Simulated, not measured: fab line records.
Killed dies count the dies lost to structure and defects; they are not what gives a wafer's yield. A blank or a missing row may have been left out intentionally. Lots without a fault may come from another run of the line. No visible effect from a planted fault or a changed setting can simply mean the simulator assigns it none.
Which tool was responsible?	flow n5Finfet	25 wafers sampled from 9 lots at 1 step of a route of 1938

== WHAT THE GAUGES SHOWED, per wafer ==
N5_BEOL_M0_RS_MEAS_126: measurement is done with a four-point probe.
lot	measured	on	M0_RS (ohm/sq)
L169	day 6 06:35	filmMetro-01	0.507 0.533 0.505
L172	day 6 23:41	filmMetro-01	0.511 0.517 0.560
L173	day 7 04:47	filmMetro-01	0.516 0.525 0.538
L175	day 7 09:56	filmMetro-02	0.538 0.521 0.528
L178	day 8 03:40	filmMetro-02	0.538 0.518 0.531
L180	day 11 07:14	filmMetro-02	0.537 0.512 0.513
L184	day 11 10:35	filmMetro-02	0.506 0.506
L185	day 11 11:10	filmMetro-02	0.532 0.541 0.520
L182	day 11 11:38	filmMetro-01	0.529 0.489

== TOOL THAT RAN EACH LOT (tool first, then ch and the chambers of the sampled wafers, then the start) ==
The record shows no process step preceding these readings.

== THE ANSWER, worked out from the rows above alone ==
Rule: what is usual is taken from the lots themselves. Put in order of their means at a reading, lots are off if they are a third of the lots or fewer, leave a main group of 4 or more, and stand apart from it by a gap of 3 or more times the standard deviation of the main group's means; of several such gaps the widest counts. The tables above print the reading to a certain number of digits; a main group whose means all agree to those digits is not used. Also off: a lot with no number at a reading for which 4 or more lots have one. Any other lot the step has rows for is counted as sound.
None of the lots is off at any reading shown; this tells nothing.

== WHAT THE SIMULATOR HAD INSERTED ==
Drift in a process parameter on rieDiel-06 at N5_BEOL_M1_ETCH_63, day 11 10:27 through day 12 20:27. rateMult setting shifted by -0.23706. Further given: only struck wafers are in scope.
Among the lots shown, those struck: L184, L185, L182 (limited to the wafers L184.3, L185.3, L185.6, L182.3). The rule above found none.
